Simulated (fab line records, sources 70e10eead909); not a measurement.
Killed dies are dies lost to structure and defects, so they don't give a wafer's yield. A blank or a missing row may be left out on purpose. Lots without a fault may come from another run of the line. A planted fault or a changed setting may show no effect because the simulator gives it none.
One fault seen from 2 desks | flow nand_harc | each desk has only its own numbers; what lay behind them comes last

THE METROLOGY DESK
What the gauges read, lot by lot, whatever tool the lot ran on: means of the sampled wafers that have a number. A lot is out of limits, marked OUT, if its mean lies more than 4 standard deviations from the usual mean; the brackets give that distance.
Columns: A = overlay_x_nm at NHARC_HYBRID_BOND_OVL_MEAS_05, usual -1 nm; B = overlay_y_nm at NHARC_HYBRID_BOND_OVL_MEAS_05, usual -3 nm
lot  | first seen here | A   | B
L873 | day 19 05:41    | -0  | -21
L876 | day 19 05:41    | -39 | -15
L875 | day 19 05:43    | 1   | -3
L879 | day 20 06:46    | 6   | 11
L880 | day 20 06:46    | -21 | 28
L878 | day 20 15:38    | 32  | -6
L883 | day 20 21:42    | -12 | 7
L884 | day 21 06:32    | -18 | -13
L887 | day 21 06:32    | 10  | -14
L893 | day 23 20:39    | -8  | -7
L896 | day 24 05:08    | 14  | -49
L895 | day 24 05:09    | 39  | 4
This desk's finding: nothing out of limits on any of the 12 lots.

THE TOOL OWNER'S DESK: rie_diel-06
The tool's own readings at NHARC_THIN_TSV_ETCH_44 (etches the open film in CF4/O2, target depth 1594.2 nm, time 797.1 s): means of the sampled wafers that have a number, for each lot that ran on this tool. A lot is out of limits, marked OUT, if its mean lies more than 4 standard deviations from the usual mean; the brackets give that distance.
Columns: A = drypump_motor_current_A at NHARC_THIN_TSV_ETCH_44, usual 5.8 A; B = oes_product_au at NHARC_THIN_TSV_ETCH_44, usual 1.000 a.u.; C = rf_fwd_power_W at NHARC_THIN_TSV_ETCH_44, usual 299.7 W; D = rf_vpp_V at NHARC_THIN_TSV_ETCH_44, usual 795 V; E = showerhead_plenum_p_Torr at NHARC_THIN_TSV_ETCH_44, usual 1.84 Torr; F = throttle_valve_pct at NHARC_THIN_TSV_ETCH_44, usual 16.914 %
lot  | first seen here | A   | B     | C               | D   | E    | F
L873 | day 19 10:02    | 5.7 | 0.997 | 299.6           | 795 | 1.85 | 16.909
L875 | day 19 12:19    | 5.7 | 0.998 | 301.2           | 795 | 1.85 | 16.912
L879 | day 20 11:02    | 5.5 | 1.003 | 300.0           | 792 | 1.79 | 16.913
L893 | day 23 23:38    | 5.6 | 1.017 | 311.6 (+14) OUT | 792 | 1.79 | 16.911
This desk's finding: out of limits on L893; first on L893, day 23 23:38 (rf_fwd_power_W at NHARC_THIN_TSV_ETCH_44). In limits: L873, L875, L879.

PUT TOGETHER
The tool owner's desk could have raised an alarm at day 23 23:38, on L893.
The metrology desk saw nothing out of limits.
The metrology desk has L893 on record, within its limits.
Of the lots named, all ran NHARC_THIN_TSV_ETCH_44 on rie_diel-06.

WHAT THE SIMULATOR HAD PUT IN
Process parameter drift: rie_diel-06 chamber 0, from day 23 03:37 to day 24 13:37, at NHARC_THIN_TSV_ETCH_44. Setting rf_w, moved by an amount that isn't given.
Lots struck among those shown: L893.
Hours from the fault's start to each desk's first reading out of limits: the tool owner's desk, 20.
